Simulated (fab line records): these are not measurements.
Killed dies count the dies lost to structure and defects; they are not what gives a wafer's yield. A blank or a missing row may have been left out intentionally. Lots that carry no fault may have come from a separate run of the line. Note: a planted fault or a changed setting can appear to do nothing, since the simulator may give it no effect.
Chamber matching / flow n5-finfet / ald-metal-04 running N5_HKMG_FIN_ALD_71: 4 sister chambers
The step deposits TiN, target thk 1 nm, pulse time 1 s, purge time 3 s. 16 wafers are shown with their chamber, then 8 later ones without.

== WAFERS WITH THEIR CHAMBER ==
wafer=L076.1; chamber=1; heater-power-w (W)=896; precursor-pulse-height-rel=0.997
wafer=L076.2; chamber=0; heater-power-w (W)=785; precursor-pulse-height-rel=1.005
wafer=L076.4; chamber=3; heater-power-w (W)=883; precursor-pulse-height-rel=1.004
wafer=L084.1; chamber=1; heater-power-w (W)=933; precursor-pulse-height-rel=0.998
wafer=L084.2; chamber=2; heater-power-w (W)=811; precursor-pulse-height-rel=1.013
wafer=L084.4; chamber=3; heater-power-w (W)=920; precursor-pulse-height-rel=1.006
wafer=L085.2; chamber=1; heater-power-w (W)=938; precursor-pulse-height-rel=1.019
wafer=L085.3; chamber=0; heater-power-w (W)=766; precursor-pulse-height-rel=1.020
wafer=L085.6; chamber=0; heater-power-w (W)=781; precursor-pulse-height-rel=0.982
wafer=L086.1; chamber=2; heater-power-w (W)=781; precursor-pulse-height-rel=0.990
wafer=L086.4; chamber=1; heater-power-w (W)=919; precursor-pulse-height-rel=0.995
wafer=L086.6; chamber=1; heater-power-w (W)=921; precursor-pulse-height-rel=0.990
wafer=L090.1; chamber=3; heater-power-w (W)=910; precursor-pulse-height-rel=1.017
wafer=L090.4; chamber=1; heater-power-w (W)=911; precursor-pulse-height-rel=0.991
wafer=L090.5; chamber=1; heater-power-w (W)=936; precursor-pulse-height-rel=1.004
wafer=L092.1; chamber=3; heater-power-w (W)=926; precursor-pulse-height-rel=0.981

SIGNATURES (averages over the wafers above)
reading=heater-power-w; chamber 0=777.33; chamber 1=922.00; chamber 2=796.00; chamber 3=909.75; scatter within a chamber=16.1
reading=precursor-pulse-height-rel; chamber 0=1.00233; chamber 1=0.99914; chamber 2=1.00150; chamber 3=1.00200; scatter within a chamber=0.0138
Rule: for a wafer and a chamber, the distance is found by dividing, reading by reading, the gap between the wafer's reading and the chamber's mean by the reading's scatter, squaring, summing and taking the root. The wafer belongs to the nearest chamber; if the next one is less than 2 further off, it can't be placed. How the scatter is found: for the shown wafers, subtract from each reading the mean of its chamber, square and add these, divide the total by (wafers less chambers), then take the root.

== WAFERS WITH NO CHAMBER GIVEN ==
wafer=L092.2; heater-power-w (W)=940; precursor-pulse-height-rel=1.014
wafer=L092.5; heater-power-w (W)=892; precursor-pulse-height-rel=0.955
wafer=L096.1; heater-power-w (W)=767; precursor-pulse-height-rel=1.020
wafer=L096.2; heater-power-w (W)=919; precursor-pulse-height-rel=0.979
wafer=L096.3; heater-power-w (W)=792; precursor-pulse-height-rel=0.993
wafer=L097.4; heater-power-w (W)=900; precursor-pulse-height-rel=1.008
wafer=L097.5; heater-power-w (W)=940; precursor-pulse-height-rel=1.025
wafer=L097.6; heater-power-w (W)=765; precursor-pulse-height-rel=0.970

== WHICH CHAMBER EACH ONE RAN IN ==
wafer=L092.2; from the rows above=can't be placed: 1 or 3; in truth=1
wafer=L092.5; from the rows above=can't be placed: 3 or 1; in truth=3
wafer=L096.1; from the rows above=can't be placed: 0 or 2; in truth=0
wafer=L096.2; from the rows above=can't be placed: 1 or 3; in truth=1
wafer=L096.3; from the rows above=can't be placed: 2 or 0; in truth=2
wafer=L097.4; from the rows above=can't be placed: 3 or 1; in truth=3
wafer=L097.5; from the rows above=can't be placed: 1 or 3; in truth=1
wafer=L097.6; from the rows above=can't be placed: 0 or 2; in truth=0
Placed correctly: 0 of 8. These rows do not allow placing 8 (true chamber among the candidates in 8). Wrongly placed: 0.
